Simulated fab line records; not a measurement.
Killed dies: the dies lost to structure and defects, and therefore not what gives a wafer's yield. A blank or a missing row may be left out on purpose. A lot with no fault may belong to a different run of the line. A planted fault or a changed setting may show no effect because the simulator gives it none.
A struck lot beside a sound one ; flow n5Finfet ; 39 out of 1938 route steps
Sound: these wafers, L174.1, L174.2, L174.3. The struck wafers were L179.2, L179.5, L179.6. The cause is given at the end.
For every step that has rows: the tool of each side, followed by ch and its chambers, followed by its first start. Under that, the readings that differ: sound wafers ; struck wafers ; difference of the means ; sigmas: that difference in standard deviations of wafers without a fault.
alike: readings whose means differ by less than 2 such deviations, and words and numbers that are the same on both sides. not compared: withheld readings, readings that some wafer has no value for, bounds like >300 that may hide the same value, and numbers for which the record gives no deviation and whose values overlap.
Wherever a step has rows on one side only, a row that says differs or no value, or a row with sigmas, the two part there. Numbers that don't overlap but have no deviation are shown without sigmas and don't part them. A reading missing from all wafers of one side parts the sides only when that side holds two or more wafers.

first, 9 steps without rows for these wafers: N5_SD_EPI_N_DESCUM_14 (chemistry O2, time 7.9 s); N5_SD_EPI_N_ETCH_34 (etches SiARC in CF4, target depth 45.5 nm, time 75.8 s); N5_SD_EPI_N_ETCH_35 (etches SOC in N2/H2, overetch 108 nm, time 486 s); N5_SD_EPI_N_STRIP_36 (strips in N2/H2); N5_SD_EPI_N_ETCHBACK_44 (etches SiNx in CH3F/O2, stops on SiO2, target depth 14.5 nm); N5_SD_EPI_N_ETCH_45 (etches SiOCN in CH3F/O2, target depth 6 nm); N5_SD_EPI_N_ETCH_16 (etches SiO2 in CHF3/O2, target depth 5 nm); N5_SD_EPI_N_STRIP_47 (strips in CHF3/O2); N5_SD_EPI_N_SD_RECESS_17 (chemistry HBr/Cl2/O2, target depth 41 nm, time 23.7 s, bt time 3 s).
N5_SD_EPI_N_STRIP_38: strips in N2/H2.
  sound on plasmaAsher-01 ch 0,1, day 4 04:49; struck on plasmaAsher-01 ch 0,1, day 5 11:36
  alike: drypumpMotorCurrentA, heaterPowerW, oesProductAu
  not compared: rfHoursCounterH
then, 10 steps without rows for these wafers: N5_SD_EPI_N_WET_ETCH_43 (etches SiO2 in dHF, time 14 s, target depth 1.5 nm); N5_SD_EPI_N_STRIP_18 (strips in SPM, time 750 s); N5_SD_EPI_N_SRD_20 (time 30 s); N5_SD_EPI_N_PRECLEAN_48 (cleans in NF3:NH3, afs cycles 2, time 20 s, sublimation time 60 s); N5_SD_EPI_N_VAPOR_ETCH_50 (etches Si in HCl, time 54 s); N5_SD_EPI_N_EPI_21 (deposits Si:P, time 690 s); N5_SD_EPI_N_PRECLEAN_24 (cleans in O3/DIW, time 60 s); N5_SD_EPI_N_SRD_25 (time 30 s); N5_SD_EPI_N_PRECLEAN_49 (cleans in NF3:NH3, afs cycles 1, time 20 s, sublimation time 60 s); N5_SD_EPI_N_LINER_46 (material SiNx, target thk 3 nm).
N5_SD_EPI_N_INSPECT_26: inspects for defects (darkfield).
  sound on defectInspect-01, day 4 07:59; struck on defectInspect-01, day 5 15:05
reading;sound;struck;difference;sigmas
rawDefectCount;201 225 178;830 823 754;+601;+13
then, 8 steps without rows for these wafers: N5_SD_EPI_P_COAT_34 (time 60 s, resist thk 350 nm); N5_SD_EPI_P_COAT_35 (time 60 s, resist thk 35 nm); N5_SD_EPI_P_COAT_03 (resist thk 150 nm); N5_SD_EPI_P_EBR_05; N5_SD_EPI_P_SOFTBAKE_04 (time 60 s); N5_SD_EPI_P_EXPOSE_06 (exposes mask SD P BLK, target cd 240 nm); N5_SD_EPI_P_PEB_07 (peb time 60 s); N5_SD_EPI_P_DEVELOP_08 (develop time 30 s).
N5_SD_EPI_P_INSPECT_11: inspects for defects (macro).
  sound on defectInspect-02, day 4 08:26; struck on defectInspect-01, day 5 15:32
reading;sound;struck;difference;sigmas
rawDefectCount;3 6 2;>300 >300 >300;differs;
then, 6 steps without rows for these wafers: N5_SD_EPI_P_DESCUM_14 (chemistry O2, time 7.9 s); N5_SD_EPI_P_ETCH_36 (etches SiARC in CF4, target depth 45.5 nm, time 75.8 s); N5_SD_EPI_P_ETCH_37 (etches SOC in N2/H2, overetch 108 nm, time 486 s); N5_SD_EPI_P_STRIP_38 (strips in N2/H2); N5_SD_EPI_P_ETCHBACK_46 (etches SiNx in CH3F/O2, stops on SiO2, target depth 17.5 nm); N5_SD_EPI_P_ETCH_47 (etches SiOCN in CH3F/O2, target depth 25 nm).
N5_SD_EPI_P_INSPECT_26: inspects for defects (darkfield).
  sound on defectInspect-02, day 4 12:13; struck on defectInspect-02, day 5 19:17
reading;sound;struck;difference;sigmas
rawDefectCount;194 239 187;777 794 735;+562;+14
-- record jumps: 5 days separate the struck wafers' starts on either side; left off in module SD_EPI_P, taken up again in module BEOL_M4, whose first shown step is the route's number 1111 --
N5_BEOL_M4_RC_MEAS_101:
  sound on prober-02 ch 0, day 8 23:11; struck on prober-01 ch 0, day 10 16:23
  alike: DIBL_N, DIBL_P, IOFF_N, IOFF_P, ION_N, ION_P, SS_N, SS_P, VT_N, VT_P
-- record jumps: 4 days separate the struck wafers' starts on either side; left off in module BEOL_M4, taken up again in module PASSIVATION, whose first shown step is the route's number 1936 --
N5_PASSIVATION_PROBE_49:
  the record has rows for the struck wafers here (prober-01, day 14 20:46) and none for the sound ones

== WHERE THEY PART ==
Earliest at N5_SD_EPI_N_INSPECT_26; latest, in this record, at N5_PASSIVATION_PROBE_49.

WHY: the cause the simulator had injected
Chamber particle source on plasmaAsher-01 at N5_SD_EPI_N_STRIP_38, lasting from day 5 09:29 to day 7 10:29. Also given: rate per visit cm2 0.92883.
